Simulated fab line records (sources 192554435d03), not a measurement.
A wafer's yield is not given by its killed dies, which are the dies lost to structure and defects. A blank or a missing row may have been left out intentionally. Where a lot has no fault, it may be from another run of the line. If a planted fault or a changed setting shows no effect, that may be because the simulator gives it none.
A struck lot beside a sound one | flow n5Finfet | 40 out of 1938 route steps
Sound: these wafers, L714.1, L714.2, L714.5. Wafers L733.2, L733.5, L733.6 were the ones struck. Last of all comes the cause.
Per side, at each step with rows, come the tool, then ch with its chambers, and then its first start. Under that, the readings that differ: sound wafers | struck wafers | difference of the means | sigmas: that difference in standard deviations of wafers without a fault.
alike: readings whose means differ by less than 2 such deviations, and words and numbers that are the same on both sides. not compared: withheld readings, readings that some wafer has no value for, bounds like >300 that may hide the same value, and numbers for which the record gives no deviation and whose values overlap.
Wherever a step has rows on one side only, a row that says differs or no value, or a row with sigmas, the two part there. Numbers that have no deviation but don't overlap get no sigmas and don't part them. A reading that every wafer of one side lacks parts them only if that side has two wafers or more.

first, 12 steps without rows for these wafers: N5_HKMG_FIN_ETCH_54 (etches SiARC in CF4, target depth 45.5 nm, time 75.8 s); N5_HKMG_FIN_ETCH_55 (etches SOC in N2/H2, target depth 240 nm, time 300 s); N5_HKMG_FIN_STRIP_56 (strips in N2/H2); N5_HKMG_FIN_STRIP_57 (strips in CF4); N5_HKMG_FIN_ETCH_58 (etches SOC in N2/H2, target depth 215.8 nm, time 741 s); N5_HKMG_FIN_STRIP_93 (strips SOC in N2/H2, time 20 s); N5_HKMG_FIN_WET_ETCH_76 (etches Al2O3 in dNH4OH, stops on La2O3, target depth 2.25 nm, rinse time 30 s); N5_HKMG_FIN_STRIP_60 (strips in N2/H2, time 360 s); N5_HKMG_FIN_WET_ETCH_77 (etches La2O3 in dHCl, stops on HfO2, target depth 2 nm); N5_HKMG_FIN_WET_ETCH_78 (etches Al2O3 in dNH4OH, stops on La2O3, target depth 4.5 nm, rinse time 30 s); N5_HKMG_FIN_ALD_79 (deposits TiN, target thk 1.5 nm, pulse time 1 s, purge time 3 s); N5_HKMG_FIN_CVD_62 (deposits a-Si from Si2H6, target thk 3 nm, time 20.8 s).
N5_HKMG_FIN_RTA_80: time 2 s.
  sound on rtpAnneal-01 ch 0, day 4 00:00; struck on rtpAnneal-01 ch 0, day 8 21:22
then, 25 steps without rows for these wafers: N5_HKMG_FIN_PRECLEAN_64 (cleans in dHF, time 30 s); N5_HKMG_FIN_WET_ETCH_65 (etches a-Si in TMAH, stops on TiN, time 49 s, target depth 3 nm); N5_HKMG_FIN_WET_ETCH_81 (etches TiN in SC1, stops on HfO2, time 57 s, target depth 6 nm); N5_HKMG_FIN_WET_ETCH_82 (etches La2O3 in dHCl, stops on HfO2, target depth 2 nm, rinse time 30 s); N5_HKMG_FIN_ALD_36 (deposits TiN, target thk 1 nm, pulse time 1 s, purge time 3 s); N5_HKMG_FIN_PWFM_ALD_03 (deposits TiN, target thk 2 nm, pulse time 1 s, purge time 3 s); N5_HKMG_FIN_COAT_29 (time 60 s, resist thk 300 nm); N5_HKMG_FIN_COAT_30 (time 60 s, resist thk 35 nm); N5_HKMG_FIN_COAT_06 (resist thk 90 nm); N5_HKMG_FIN_EBR_08; N5_HKMG_FIN_SOFTBAKE_07 (time 60 s); N5_HKMG_FIN_EXPOSE_09 (exposes mask NWFM); N5_HKMG_FIN_PEB_10 (peb time 60 s); N5_HKMG_FIN_DEVELOP_11 (develop time 30 s); N5_HKMG_FIN_DESCUM_17 (chemistry O2, time 7.9 s); N5_HKMG_FIN_ETCH_31 (etches SiARC in CF4, target depth 45.5 nm, time 75.8 s); N5_HKMG_FIN_ETCH_32 (etches SOC in N2/H2, target depth 240 nm, time 300 s); N5_HKMG_FIN_STRIP_33 (strips in N2/H2); N5_HKMG_FIN_STRIP_34 (strips in CF4); N5_HKMG_FIN_ETCH_35 (etches SOC in N2/H2, target depth 215.8 nm, time 243.4 s); N5_HKMG_FIN_STRIP_92 (strips SOC in N2/H2, time 20 s); N5_HKMG_FIN_WET_ETCH_18 (etches TiN in SC1, time 55 s, target depth 5.2 nm, rinse time 30 s); N5_HKMG_FIN_STRIP_19 (strips in N2/H2, time 360 s); N5_HKMG_FIN_ALD_91 (deposits TiN, target thk 1 nm, pulse time 1 s, purge time 3 s); N5_HKMG_FIN_COAT_85 (time 60 s, resist thk 300 nm).
-- here the record skips 4 days between the struck wafers' starts before and after, leaving off in module HKMG_FIN and picking up in module BEOL_M4 (first step shown: number 1111 of the route) --
N5_BEOL_M4_RC_MEAS_101:
  sound on prober-01 ch 0, day 8 12:03; struck on prober-01 ch 0, day 12 22:54
reading             | sound                      | struck                  | difference | sigmas
IOFF_P (nA/um)      | 0.24 0.19 0.22             | 0.10 0.10 0.11          | -0.11      | -2
IOFF_P_LIN (nA/um)  | 0.117 0.098 0.107          | 0.049 0.049 0.051       | -0.058     | -3
IOFF_P_LONG (nA/um) | 0.000137 0.000124 0.000116 | 6.8e-05 7.6e-05 7.4e-05 | -5.3e-05   | -5
ION_P (uA/um)       | 463 458 460                | 429 440 430             | -27        | -3
VT_N_LVT (mV)       | 98 101 100                 | 80 81 79                | -20        | -4
VT_P (mV)           | -245 -247 -245             | -271 -270 -269          | -24        | -6
VT_P_LONG (mV)      | -271.3 -269.9 -269.2       | -293.5 -290.8 -294.9    | -22.9      | -8
  alike: DIBL_N, DIBL_P, IOFF_N, ION_N, SS_N, SS_P, VT_N
-- here the record skips 4 days between the struck wafers' starts before and after, leaving off in module BEOL_M4 and picking up in module PASSIVATION (first step shown: number 1936 of the route) --
N5_PASSIVATION_PROBE_49:
  sound on prober-02 at day 12 13:43; struck on prober-02 at day 17 09:05
reading              | sound          | struck         | difference | sigmas
sort_bin_8_speed (%) | 0 0 0          | 42.5 2.1 28.3  | +24.3      | +19
sortNPass            | 1081 1118 1069 | 575 1061 752   | -293       | -13
sortYieldPct (%)     | 91.6 94.7 90.6 | 48.7 89.9 63.7 | -24.9      | -13
  alike: defectLimitedYield, killed_at_M0_to_M3, killed_at_M4_up, killedAtContacts, killedAtFrontEnd, killedAtOther, killedDies, killedOpen, killedShort, sort_bin_5_function, sort_bin_6_memory

## WHERE THEY PART
At N5_BEOL_M4_RC_MEAS_101 first; at N5_PASSIVATION_PROBE_49 last (within this record only).

WHY: what had been put in by the simulator
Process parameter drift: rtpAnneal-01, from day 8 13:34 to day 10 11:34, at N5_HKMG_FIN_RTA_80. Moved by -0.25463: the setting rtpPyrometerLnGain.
